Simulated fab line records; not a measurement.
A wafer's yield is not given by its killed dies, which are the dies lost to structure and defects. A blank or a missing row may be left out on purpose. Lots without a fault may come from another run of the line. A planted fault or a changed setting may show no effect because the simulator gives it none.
The tool behind it: which one? / flow n5-finfet / route of 1938 steps, sampled at 1 step: 12 lots, 36 wafers

== WHAT THE GAUGES SHOWED, per wafer ==
N5_SD_EPI_N_OVL_MEAS_10.
lot=L075; measured=day 3 08:27; on=overlay-01; SD_N_BLK_OVL (nm)=-0.9 -1.0 -0.5
lot=L077; measured=day 3 19:00; on=overlay-02; SD_N_BLK_OVL (nm)=0.3 -0.9 0.1
lot=L079; measured=day 4 05:36; on=overlay-01; SD_N_BLK_OVL (nm)=0.5 0.4 0.5
lot=L081; measured=day 4 20:54; on=overlay-01; SD_N_BLK_OVL (nm)=-0.6 -0.2 -0.8
lot=L083; measured=day 5 08:37; on=overlay-02; SD_N_BLK_OVL (nm)=-0.5 -0.7 -0.6
lot=L085; measured=day 5 19:42; on=overlay-02; SD_N_BLK_OVL (nm)=-0.6 -1.5 -0.8
lot=L087; measured=day 6 06:14; on=overlay-02; SD_N_BLK_OVL (nm)=-0.2 -0.2 0.1
lot=L089; measured=day 6 17:57; on=overlay-01; SD_N_BLK_OVL (nm)=-1.0 -1.0 -1.1
lot=L091; measured=day 7 05:31; on=overlay-02; SD_N_BLK_OVL (nm)=-0.8 0.4 -0.9
lot=L093; measured=day 7 22:47; on=overlay-01; SD_N_BLK_OVL (nm)=0.9 0.3 -0.1
lot=L095; measured=day 8 14:52; on=overlay-01; SD_N_BLK_OVL (nm)=0.2 -1.5 -0.2
lot=L096; measured=day 8 20:26; on=overlay-01; SD_N_BLK_OVL (nm)=-0.7 -0.9 -1.1

== TOOL THAT RAN EACH LOT (tool first, then ch and the chambers of the sampled wafers, then the start) ==
Before these readings, the record contains no process step.

== THE ANSWER, worked out from the rows above alone ==
Rule: usual is defined by the lots themselves. Put in order of their means at a reading, lots are off if they are a third of the lots or fewer, leave a main group of 4 or more, and stand apart from it by a gap of 3 or more times the standard deviation of the main group's means; of several such gaps the widest counts. The tables above print the reading to a certain number of digits; a main group whose means all agree to those digits is not used. Also off: a lot with no number at a reading for which 4 or more lots have one. All remaining lots with rows at the step are treated as sound.
None of the lots is off at any reading shown; this tells nothing.

== WHAT THE SIMULATOR PUT IN ==
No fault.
